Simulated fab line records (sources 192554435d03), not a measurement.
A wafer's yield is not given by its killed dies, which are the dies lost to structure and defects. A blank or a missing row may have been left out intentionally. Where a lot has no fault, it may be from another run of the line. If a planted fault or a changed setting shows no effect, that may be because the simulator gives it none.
3 desks, one fault -- flow n5_finfet -- each desk has only its own numbers; what lay behind them comes last

THE DEFECT DESK
What the inspections along the route counted, lot by lot: means of the sampled wafers that have a number. A lot is out of limits, marked OUT, if its mean lies more than 4 standard deviations from the usual mean; the brackets give that distance.
Columns: A = raw_defect_count at N5_FIN_SAQP_INSPECT_18, usual 440
lot,first seen here,A
L319,day 2 15:38,435
L323,day 3 17:09,326
L324,day 3 23:35,418
L327,day 4 16:54,288
L330,day 5 11:07,441
L335,day 6 16:20,363
L337,day 7 04:02,373
L339,day 7 17:28,492
Result from this desk: across the 8 lots, nothing is out of limits.

FROM THE METROLOGY DESK
Lot by lot, what the gauges showed, no matter which tool ran the lot: averages of those sampled wafers that carry a number. A lot is out of limits, marked OUT, if its mean lies more than 4 standard deviations from the usual mean; the brackets give that distance. Of its 11 readings 7 are shown: the one that was out of limits first, and those that lie furthest out on some lot.
Columns: A = cd_nm at N5_FIN_SAQP_CD_MEAS_27, usual 20.38 nm; B = DIBL_N at N5_BEOL_M4_RC_MEAS_101, usual 36.0 mV/V; C = DIBL_P at N5_BEOL_M4_RC_MEAS_101, usual 36.7 mV/V; D = IOFF_N at N5_BEOL_M4_RC_MEAS_101, usual 0.16 nA/um; E = IOFF_P at N5_BEOL_M4_RC_MEAS_101, usual 0.21 nA/um; F = SS_N at N5_BEOL_M4_RC_MEAS_101, usual 71.5 mV/dec; G = VT_P at N5_BEOL_M4_RC_MEAS_101, usual -251 mV
lot,first seen here,A,B,C,D,E,F,G
L319,day 2 18:11,20.14,38.5,38.9,0.20,0.27,71.8,-246
L323,day 3 19:21,20.48,32.7,35.6,0.15,0.19,71.9,-252
L324,day 4 01:41,20.31,36.8,37.4,0.16,0.22,71.8,-251
L327,day 4 19:51,17.25 (-13) OUT,39.5,40.3,0.23,0.28,72.8,-247
L330,day 5 13:19,17.53 (-11) OUT,34.5,32.9,0.13,0.18,70.4,-251
L335,day 6 18:23,20.37,35.6,37.0,0.15,0.19,71.6,-254
L337,day 7 06:45,20.45,36.7,37.9,0.18,0.24,71.6,-247
L339,day 7 19:44,20.51,36.0,37.0,0.15,0.17,71.3,-256
This desk's finding: out of limits on L327, L330; first on L327, day 4 19:51 (cd_nm at N5_FIN_SAQP_CD_MEAS_27). Within limits: L319, L323, L324, L335, L337, L339.

DESK OF THE TOOL OWNER: ald_sin-02
The tool's own readings at N5_FIN_SAQP_SPACER1_ALD_24 (deposits SiO2, target thk 20.3 nm, pulse time 1 s, purge time 2 s): means of the sampled wafers that have a number, for each lot that ran on this tool. A lot is out of limits, marked OUT, if its mean lies more than 4 standard deviations from the usual mean; the brackets give that distance.
Columns: A = heater_power_w at N5_FIN_SAQP_SPACER1_ALD_24, usual 473 W; B = precursor_pulse_height_rel at N5_FIN_SAQP_SPACER1_ALD_24, usual 1.002
lot,first seen here,A,B
L323,day 3 18:17,479,0.996
L324,day 4 00:43,475,1.000
L327,day 4 18:56,474,0.968
L330,day 5 12:24,457,1.003
Result from this desk: across the 4 lots, nothing is out of limits.

ALL TOGETHER
Metrology desk: alarm possible at day 4 19:51 on L327, L330.
The defect desk saw nothing out of limits.
The tool owner's desk saw nothing out of limits.
The defect desk has L327, L330 on record, within its limits.
Tool owner's desk: L327, L330 on record, inside its limits.
On ald_sin-02, each named lot ran N5_FIN_SAQP_SPACER1_ALD_24.

WHAT HAD BEEN PUT IN BY THE SIMULATOR
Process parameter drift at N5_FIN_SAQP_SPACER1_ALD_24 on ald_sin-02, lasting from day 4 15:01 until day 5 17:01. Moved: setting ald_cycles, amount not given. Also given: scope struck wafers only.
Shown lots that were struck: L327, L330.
Time in hours between the start of the fault and the first out-of-limits reading at each desk: metrology desk, 5.
